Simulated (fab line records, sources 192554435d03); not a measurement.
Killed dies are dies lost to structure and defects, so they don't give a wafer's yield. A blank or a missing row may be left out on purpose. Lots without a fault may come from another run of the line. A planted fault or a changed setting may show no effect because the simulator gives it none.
Chamber matching | flow n5_finfet | N5_BEOL_M9_ETCH_76 on rie_diel-05: 4 sister chambers
The step etches underlayer in N2/H2, target depth 6.5 nm, time 5.2 s. 22 wafers are shown with their chamber, then 11 later ones without.

WAFERS WITH THEIR CHAMBER
wafer  | chamber | throttle_valve_pct (%) | showerhead_plenum_p_Torr (Torr) | drypump_motor_current_A (A)
L075.1 | 0       | 18.22                  | 2.63                            | 5.9
L075.2 | 3       | 17.39                  | 2.71                            | 5.7
L075.4 | 2       | 18.16                  | 2.57                            | 5.1
L077.1 | 0       | 18.25                  | 2.63                            | 5.9
L077.2 | 2       | 18.19                  | 2.57                            | 5.1
L077.3 | 1       | 17.80                  | 2.63                            | 5.6
L078.2 | 1       | 17.81                  | 2.63                            | 5.6
L078.4 | 2       | 18.18                  | 2.57                            | 5.1
L078.5 | 2       | 18.19                  | 2.57                            | 5.1
L079.1 | 0       | 18.27                  | 2.62                            | 5.9
L079.2 | 2       | 18.21                  | 2.56                            | 5.1
L079.3 | 1       | 17.82                  | 2.63                            | 5.6
L079.4 | 3       | 17.41                  | 2.70                            | 5.7
L079.5 | 0       | 18.24                  | 2.62                            | 5.9
L079.6 | 1       | 17.83                  | 2.63                            | 5.5
L084.3 | 3       | 17.43                  | 2.70                            | 5.7
L084.5 | 3       | 17.42                  | 2.70                            | 5.7
L084.6 | 2       | 18.19                  | 2.56                            | 5.1
L087.1 | 0       | 18.28                  | 2.62                            | 5.9
L087.3 | 3       | 17.41                  | 2.70                            | 5.8
L087.6 | 2       | 18.21                  | 2.56                            | 5.2
L086.1 | 1       | 17.85                  | 2.63                            | 5.6

SIGNATURES (means of the wafers above)
reading                  | chamber 0 | chamber 1 | chamber 2 | chamber 3 | scatter within a chamber
throttle_valve_pct       | 18.2520   | 17.8220   | 18.1900   | 17.4120   | 0.0189
showerhead_plenum_p_Torr | 2.6240    | 2.6300    | 2.5657    | 2.7020    | 0.00454
drypump_motor_current_A  | 5.900     | 5.580     | 5.114     | 5.720     | 0.0369
Rule: a wafer's distance from a chamber is the root of the sum, over the readings, of the square of ((its reading less the chamber's mean) divided by the reading's scatter). The wafer belongs to the nearest chamber; if the next one is less than 2 further off, it can't be placed. The scatter: the root of (the sum of the squares of (reading less its chamber's mean) over the shown wafers, divided by (wafers less chambers)).

WAFERS WITHOUT THEIR CHAMBER
wafer  | throttle_valve_pct (%) | showerhead_plenum_p_Torr (Torr) | drypump_motor_current_A (A)
L086.4 | 18.29                  | 2.62                            | 5.9
L086.5 | 17.84                  | 2.62                            | 5.6
L095.2 | 17.43                  | 2.69                            | 5.8
L095.3 | 18.23                  | 2.55                            | 5.1
L095.6 | 17.44                  | 2.69                            | 5.7
L094.2 | 18.26                  | 2.55                            | 5.1
L094.4 | 17.85                  | 2.62                            | 5.6
L094.5 | 18.24                  | 2.55                            | 5.1
L096.3 | 18.30                  | 2.61                            | 6.0
L096.4 | 17.47                  | 2.69                            | 5.8
L096.6 | 17.87                  | 2.62                            | 5.6

WHICH CHAMBER EACH WENT THROUGH
wafer  | from the rows above | in truth
L086.4 | 0                   | 0
L086.5 | 1                   | 1
L095.2 | 3                   | 3
L095.3 | 2                   | 2
L095.6 | 3                   | 3
L094.2 | 2                   | 2
L094.4 | 1                   | 1
L094.5 | 2                   | 2
L096.3 | 0                   | 0
L096.4 | 3                   | 3
L096.6 | 1                   | 1
Placed correctly: 11 of 11. Can't be placed from these rows: 0. Placed wrongly: 0.
